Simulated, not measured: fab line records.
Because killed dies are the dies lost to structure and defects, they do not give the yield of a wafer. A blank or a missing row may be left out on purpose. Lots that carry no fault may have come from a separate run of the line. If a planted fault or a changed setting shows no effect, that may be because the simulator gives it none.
Matching of chambers | flow n5Finfet | rieDiel-06 running N5_BEOL_M14_DESCUM_15: 4 sister chambers
The step chemistry O2, time 7.9 s. 8 wafers are shown with their chamber, then 8 later ones without.

== WAFERS PAIRED WITH THEIR CHAMBERS ==
wafer  | chamber | drypumpMotorCurrentA (A) | showerheadPlenumPTorr (Torr)
L078.1 | 1       | 5.63                     | 2.13
L079.6 | 0       | 5.90                     | 2.00
L080.4 | 0       | 5.91                     | 2.00
L087.2 | 2       | 5.53                     | 2.08
L087.5 | 2       | 5.50                     | 2.08
L089.1 | 1       | 5.62                     | 2.12
L089.6 | 3       | 5.12                     | 2.17
L091.1 | 3       | 5.14                     | 2.17

== WAFERS WHOSE CHAMBER IS MISSING ==
wafer  | drypumpMotorCurrentA (A) | showerheadPlenumPTorr (Torr)
L091.2 | 5.65                     | 2.12
L091.4 | 5.48                     | 2.08
L092.2 | 5.12                     | 2.17
L092.4 | 5.49                     | 2.08
L092.5 | 5.50                     | 2.08
L096.1 | 5.50                     | 2.07
L096.3 | 5.63                     | 2.11
L096.4 | 5.91                     | 1.98

== CHAMBER TAKEN BY EACH ==
wafer  | from the rows above | in truth
L091.2 | 1                   | 1
L091.4 | 2                   | 2
L092.2 | 3                   | 3
L092.4 | 2                   | 2
L092.5 | 2                   | 2
L096.1 | 2                   | 2
L096.3 | 1                   | 1
L096.4 | 0                   | 0
Placed correctly: 8 of 8. Can't be placed from these rows: 0. Number placed wrongly: 0.
How it was worked out, from the rows above alone: a wafer's distance from a chamber is the root of the sum, over the readings, of the square of ((its reading less the chamber's mean) divided by the reading's scatter). The wafer belongs to the nearest chamber; if the next one is less than 2 further off, it can't be placed. For every chamber, the mean is computed from those of its wafers that are shown. The scatter is the square root of a quotient: the sum, over the shown wafers, of each reading's squared deviation from its chamber's mean, divided by wafers minus chambers.
